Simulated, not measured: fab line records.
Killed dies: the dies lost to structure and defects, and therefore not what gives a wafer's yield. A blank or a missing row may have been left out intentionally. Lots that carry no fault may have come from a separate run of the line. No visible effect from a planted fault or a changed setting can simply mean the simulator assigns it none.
One fault seen from 3 desks | flow n5-finfet | every desk sees just its own numbers, and what lay behind them comes last

## THE DEFECT DESK
What the inspections along the route counted, lot by lot: means of the sampled wafers that have a number. Any lot whose mean is over 4 standard deviations away from the usual mean is out of limits and marked OUT; that distance is given in the brackets.
Columns: A = raw-defect-count at N5_BEOL_M12_INSPECT_30, usual 2.0
lot  | first seen here | A
L462 | day 13 06:31    | 3.7
L466 | day 13 17:03    | 0.5
L464 | day 13 20:02    | 2.0
L465 | day 14 05:42    | 2.0
L472 | day 15 18:34    | 1.3
L475 | day 16 13:35    | 2.3
L478 | day 16 22:06    | 3.7
This desk found nothing out of limits on any of the 7 lots.

## METROLOGY DESK
What the gauges read, lot by lot, whatever tool the lot ran on: means of the sampled wafers that have a number. Any lot whose mean is over 4 standard deviations away from the usual mean is out of limits and marked OUT; that distance is given in the brackets.
Columns: A = cd-nm at N5_BEOL_M12_CD_MEAS_28, usual 159.9 nm; B = M12_OVL at N5_BEOL_M12_OVL_MEAS_29, usual 7 nm
lot  | first seen here | A     | B
L462 | day 13 06:28    | 160.2 | 4
L466 | day 13 17:00    | 160.1 | 7
L464 | day 13 19:59    | 159.6 | -2
L465 | day 14 05:38    | 159.2 | 9
L472 | day 15 18:31    | 159.4 | 6
L475 | day 16 13:32    | 160.5 | 2
L478 | day 16 22:03    | 160.5 | 5
This desk found nothing out of limits on any of the 7 lots.

## FOR THE TOOL OWNER'S DESK: rie-diel-02
The tool's own readings at N5_BEOL_M12_ETCH_68 (etches SOC in N2/H2, time 285 s): means of the sampled wafers that have a number, for each lot that ran on this tool. Any lot whose mean is over 4 standard deviations away from the usual mean is out of limits and marked OUT; that distance is given in the brackets.
Columns: A = drypump-motor-current-A at N5_BEOL_M12_ETCH_68, usual 5.5 A; B = oes-product-au at N5_BEOL_M12_ETCH_68, usual 0.76 a.u.; C = rf-vpp-V at N5_BEOL_M12_ETCH_68, usual 523.2 V; D = run-length-s at N5_BEOL_M12_ETCH_68, usual 308.4 s; E = showerhead-plenum-p-Torr at N5_BEOL_M12_ETCH_68, usual 2.52 Torr; F = throttle-valve-pct at N5_BEOL_M12_ETCH_68, usual 17.81 %
lot  | first seen here | A   | B    | C     | D               | E    | F
L462 | day 13 06:44    | 5.3 | 0.73 | 523.1 | 308.4           | 2.50 | 17.99
L466 | day 13 17:16    | 5.3 | 0.76 | 523.3 | 314.9 (+13) OUT | 2.50 | 18.08
L464 | day 13 20:15    | 5.3 | 0.76 | 521.8 | 314.9 (+13) OUT | 2.50 | 18.08
L465 | day 14 05:55    | 5.1 | 0.81 | 521.8 | 314.8 (+13) OUT | 2.47 | 18.00
This desk's finding: out of limits on L464, L465, L466; first on L466, day 13 17:16 (run-length-s at N5_BEOL_M12_ETCH_68). In limits: L462.

## PUT TOGETHER
The tool owner's desk could have raised an alarm at day 13 17:16, on L464, L465, L466.
No out-of-limits result turned up at the defect desk.
Metrology desk: nothing out of limits seen.
The defect desk has L464, L465, L466 on record, within its limits.
The metrology desk has L464, L465, L466 on record, within its limits.
On rie-diel-02, each named lot ran N5_BEOL_M12_ETCH_68.

## WHAT HAD BEEN PUT IN BY THE SIMULATOR
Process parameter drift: rie-diel-02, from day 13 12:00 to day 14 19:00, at N5_BEOL_M12_ETCH_68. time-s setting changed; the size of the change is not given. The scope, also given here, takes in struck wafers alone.
Shown lots that were struck: L464, L465, L466.
Each desk's first reading out of limits, in hours after the fault started: the tool owner's desk, 5.
